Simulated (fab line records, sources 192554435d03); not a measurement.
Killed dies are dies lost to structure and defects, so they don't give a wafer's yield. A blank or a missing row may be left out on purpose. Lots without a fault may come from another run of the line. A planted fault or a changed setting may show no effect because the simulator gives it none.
Tool commonality check | flow n5_finfet | 9 lots, 27 wafers sampled

WHY IT WAS OPENED
At N5_BEOL_M4_RC_MEAS_101 the reading RS_NWELL is flagged on 3 of 9 lots. Wafers without a fault read 1037 ohm/sq, standard deviation 6.6.
Rule: a lot is flagged when every wafer of it that has a number lies more than 4 standard deviations from that mean, or none has a number. The other lots count as sound.

lot  | measured     | on        | RS_NWELL (ohm/sq), wafer by wafer | flag
L554 | day 7 23:18  | prober-01 | 1042 1040 1042                    |
L555 | day 8 14:34  | prober-02 | 1046 1033 1047                    |
L561 | day 9 21:07  | prober-01 | 890 889 888                       | FLAGGED
L565 | day 11 05:37 | prober-02 | 894 892 893                       | FLAGGED
L564 | day 11 06:55 | prober-02 | 895 892 888                       | FLAGGED
L566 | day 11 10:47 | prober-02 | 1042 1031 1034                    |
L573 | day 12 18:17 | prober-02 | 1049 1043 1041                    |
L576 | day 13 15:49 | prober-02 | 1032 1035 1040                    |
L575 | day 13 21:52 | prober-02 | 1041 1039 1037                    |
The numbers of the flagged lots are 891 ohm/sq on average: -146 ohm/sq against the usual, or -22 standard deviations.

WHICH TOOL RAN EACH LOT
The record holds 3 process steps before the reading, out of a route of 1938 steps. In each cell: the tool, then ch and the chambers that the sampled wafers went through, then the start.
lot  | flag    | N5_WELL_APT_IMPLANT_14         | N5_WELL_APT_DESCUM_30             | N5_PMOS_HMC_CHANNEL_EPI_ETCH_38
L554 |         | implanter-01 ch 0, day 1 20:04 | rie_diel-04 ch 0,3, day 1 21:20   | rie_si-01 ch 1,2, day 2 00:14
L555 |         | implanter-02 ch 0, day 2 01:46 | rie_diel-05 ch 0,1, day 2 02:46   | rie_si-04 ch 0,1, day 2 05:36
L561 | FLAGGED | implanter-02 ch 0, day 3 13:48 | rie_diel-03 ch 0,1,3, day 3 14:57 | rie_si-04 ch 2,3, day 3 17:34
L565 | FLAGGED | implanter-02 ch 0, day 4 13:59 | rie_diel-04 ch 1,2, day 4 15:16   | rie_si-04 ch 0,1, day 4 17:59
L564 | FLAGGED | implanter-02 ch 0, day 4 08:10 | rie_diel-05 ch 1,2,3, day 4 09:10 | rie_si-01 ch 1,2,3, day 4 11:56
L566 |         | implanter-01 ch 0, day 4 19:49 | rie_diel-04 ch 1,2,3, day 4 20:48 | rie_si-03 ch 1,2,3, day 4 23:25
L573 |         | implanter-01 ch 0, day 6 13:55 | rie_diel-04 ch 0,2, day 6 15:02   | rie_si-04 ch 1,2,3, day 6 17:41
L576 |         | implanter-01 ch 0, day 7 07:54 | rie_diel-04 ch 0,1,3, day 7 09:02 | rie_si-03 ch 1,3, day 7 11:35
L575 |         | implanter-02 ch 0, day 7 02:07 | rie_diel-05 ch 0,2,3, day 7 03:16 | rie_si-04 ch 0,2,3, day 7 06:11
What these steps do:
- N5_WELL_APT_IMPLANT_14
- N5_WELL_APT_DESCUM_30: chemistry O2, time 7.9 s.
- N5_PMOS_HMC_CHANNEL_EPI_ETCH_38: etches SiO2 in CF4, target depth 1.5 nm.
- N5_BEOL_M4_RC_MEAS_101

FLAGGED OVER TOTAL, TOOL BY TOOL (the gauges that took the reading come last)
step                            | tool         | lots run | flagged | share of the flagged lots | sound lots run after its first flagged lot
N5_WELL_APT_IMPLANT_14          | implanter-01 | 4        | 0       | none                      | -
N5_WELL_APT_IMPLANT_14          | implanter-02 | 5        | 3       | all                       | 1 (L575)
N5_WELL_APT_DESCUM_30           | rie_diel-03  | 1        | 1       | some                      | 0
N5_WELL_APT_DESCUM_30           | rie_diel-04  | 5        | 1       | some                      | 3 (L566,L573,L576)
N5_WELL_APT_DESCUM_30           | rie_diel-05  | 3        | 1       | some                      | 1 (L575)
N5_PMOS_HMC_CHANNEL_EPI_ETCH_38 | rie_si-01    | 2        | 1       | some                      | 0
N5_PMOS_HMC_CHANNEL_EPI_ETCH_38 | rie_si-03    | 2        | 0       | none                      | -
N5_PMOS_HMC_CHANNEL_EPI_ETCH_38 | rie_si-04    | 5        | 2       | some                      | 2 (L573,L575)
N5_BEOL_M4_RC_MEAS_101          | prober-01    | 2        | 1       | some                      | 0
N5_BEOL_M4_RC_MEAS_101          | prober-02    | 7        | 2       | some                      | 4 (L566,L573,L576,L575)

WHAT THE TABLE ALLOWS
1 row of the table ran every flagged lot: implanter-02 at N5_WELL_APT_IMPLANT_14.
- implanter-02 at N5_WELL_APT_IMPLANT_14: 3 of its 5 lots flagged. Sound lots ran on it after the first flagged one (L575), which a lasting fault on the whole tool wouldn't allow. Its own readings lie more than 4 standard deviations out on every wafer of the flagged lots: dose_ions_cm2, faraday_current_uA.
No row of the table ran every flagged lot and no sound lot after the first.

WHAT THE SIMULATOR HAD PUT IN
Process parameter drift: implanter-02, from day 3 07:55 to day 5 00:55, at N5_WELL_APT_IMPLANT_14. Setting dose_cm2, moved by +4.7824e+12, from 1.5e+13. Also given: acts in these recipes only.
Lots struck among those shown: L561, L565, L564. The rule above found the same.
